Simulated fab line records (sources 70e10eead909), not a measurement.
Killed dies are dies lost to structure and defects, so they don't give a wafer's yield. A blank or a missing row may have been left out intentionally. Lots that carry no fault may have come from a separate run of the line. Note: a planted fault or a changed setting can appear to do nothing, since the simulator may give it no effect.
Which tool was responsible? -- flow nand_harc -- Sampling: 11 lots, 33 wafers, 4 of 1302 route steps

== WHAT THE GAUGES READ, wafer by wafer ==
NHARC_A_CHANNEL_HOLE_D2_INSPECT_40.
lot,measured,on,raw_defect_count
L571,day 14 06:25,defect_inspect-02,227 360 285
L573,day 14 09:58,defect_inspect-02,201 204 168
L572,day 14 18:24,defect_inspect-02,511 317 226
L575,day 15 11:56,defect_inspect-02,288 313 293
L578,day 17 05:00,defect_inspect-02,227 646 263
L579,day 17 09:08,defect_inspect-02,271 715 201
L587,day 20 18:31,defect_inspect-02,259 280 221
L588,day 20 23:11,defect_inspect-02,193 203 200
L589,day 21 12:16,defect_inspect-02,141 228 113
L591,day 22 09:49,defect_inspect-02,151 197 192
L593,day 23 19:34,defect_inspect-02,365 247 230

== EACH LOT AND THE TOOL THAT RAN IT (in order: tool; ch and the chambers of the sampled wafers; start) ==
lot,NHARC_A_CHANNEL_HOLE_D2_ETCH_34,NHARC_A_CHANNEL_HOLE_D2_ETCH_21,NHARC_A_CHANNEL_HOLE_D2_STRIP_28
L571,"rie_diel-07 ch 1,2,3, day 13 22:55 or earlier","har_etch-02 ch 0,1, day 13 22:55","rie_diel-01 ch 0,1,2, day 14 06:25 or earlier"
L573,"rie_diel-13 ch 1,2, day 14 04:41 or earlier","har_etch-01 ch 0,1, day 14 04:41","rie_diel-01 ch 0,1,2, day 14 09:58 or earlier"
L572,"rie_diel-01 ch 0,1,3, day 14 13:11 or earlier","har_etch-01 ch 0,1, day 14 13:11","rie_diel-13 ch 1,2, day 14 18:24 or earlier"
L575,"rie_diel-13 ch 2,3, day 15 06:38 or earlier","har_etch-01 ch 0,1, day 15 06:38","rie_diel-07 ch 2,3, day 15 11:56 or earlier"
L578,"rie_diel-07 ch 0,1,3, day 16 23:43 or earlier","har_etch-01 ch 0,1, day 16 23:43","rie_diel-07 ch 0,2,3, day 17 05:00 or earlier"
L579,"rie_diel-01 ch 0,3, day 17 03:53 or earlier","har_etch-01 ch 0,1, day 17 03:53","rie_diel-01 ch 0,2,3, day 17 09:08 or earlier"
L587,"rie_diel-01 ch 0,1,2, day 20 12:47 or earlier","har_etch-01 ch 0,1, day 20 12:47","rie_diel-13 ch 0,1,3, day 20 18:31 or earlier"
L588,"rie_diel-01 ch 1,2,3, day 20 18:03 or earlier","har_etch-01 ch 0,1, day 20 18:03","rie_diel-01 ch 0,2,3, day 20 23:11 or earlier"
L589,"rie_diel-07 ch 2,3, day 21 07:05 or earlier","har_etch-02 ch 0,1, day 21 07:05","rie_diel-01 ch 0,2, day 21 12:16 or earlier"
L591,"rie_diel-13 ch 0,1,2, day 22 04:33 or earlier","har_etch-01 ch 0,1, day 22 04:33","rie_diel-13 ch 0,2,3, day 22 09:49 or earlier"
L593,"rie_diel-13 ch 0,3, day 23 14:22 or earlier","har_etch-01 ch 0,1, day 23 14:22","rie_diel-07 ch 0,1,3, day 23 19:34 or earlier"
- NHARC_A_CHANNEL_HOLE_D2_ETCH_34: etches the open film in CF4/CHF3, target depth 154 nm, time 77 s.
- NHARC_A_CHANNEL_HOLE_D2_ETCH_21: etches the open film in C4F8/O2/Ar, time 514.3 s, target depth 1600 nm.
- NHARC_A_CHANNEL_HOLE_D2_STRIP_28: strips in O2.

== THE ANSWER, worked out from the rows above alone ==
Rule: the lots themselves supply what counts as usual. The widest of any qualifying gaps counts: lots, ordered by their means at a reading, are off when they make up no more than a third of the lots, leave a main group of 4 or more, and stand apart from it by 3 or more times the standard deviation of that group's means. A main group whose means are all the same, to the digits that the tables above print for the reading, isn't used. A lot without any number at a reading at which 4 lots or more have one is off too. Any other lot the step has rows for is counted as sound.
Across all readings shown, no lot is off: no conclusion can be drawn from this.

== WHAT WAS PUT IN BY THE SIMULATOR ==
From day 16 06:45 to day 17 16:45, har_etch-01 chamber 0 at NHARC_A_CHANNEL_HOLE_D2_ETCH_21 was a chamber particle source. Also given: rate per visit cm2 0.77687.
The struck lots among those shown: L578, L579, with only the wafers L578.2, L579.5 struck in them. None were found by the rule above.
